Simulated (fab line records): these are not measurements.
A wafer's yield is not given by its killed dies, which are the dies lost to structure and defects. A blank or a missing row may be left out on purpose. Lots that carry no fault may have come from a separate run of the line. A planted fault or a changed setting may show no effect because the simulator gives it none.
Matching of chambers ; flow nand-harc ; pecvd-03 running NHARC_P_GATE_DEP_103: 3 sister chambers
The step deposits SiON, target thk 30 nm. 3 wafers are shown with their chamber, then 9 later ones without.

== WAFERS WITH THEIR CHAMBER ==
wafer;chamber;heater-power-w (W)
L399.1;0;543
L399.2;2;695
L399.3;1;684

== WAFERS WHOSE CHAMBER IS MISSING ==
wafer;heater-power-w (W)
L401.2;553
L401.3;793
L401.5;741
L402.1;564
L402.2;799
L402.5;558
L406.1;641
L406.3;650
L406.4;763

== EACH ONE'S CHAMBER ==
wafer;from the rows above;in truth
L401.2;0;0
L401.3;can't be placed: 2 or 1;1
L401.5;can't be placed: 2 or 1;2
L402.1;can't be placed: 0 or 1 or 2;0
L402.2;can't be placed: 2 or 1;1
L402.5;can't be placed: 0 or 1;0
L406.1;can't be placed: 1 or 2 or 0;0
L406.3;can't be placed: 1 or 2 or 0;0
L406.4;can't be placed: 2 or 1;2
Correctly placed: 1 of 9. Unplaceable from these rows: 8, with the true chamber sitting among the candidates in 8. Number placed wrongly: 0.
How it was worked out, from the rows above alone: a wafer's distance from a chamber is the root of the sum, over the readings, of the square of ((its reading less the chamber's mean) divided by the reading's scatter). If the next closest chamber is less than 2 further off than the closest, the wafer can't be placed; otherwise it belongs to the closest. The mean given for a chamber averages the wafers shown for that chamber. The scatter: root of mean squared gap, hidden wafer to nearest shown wafer, with one shown wafer a chamber.
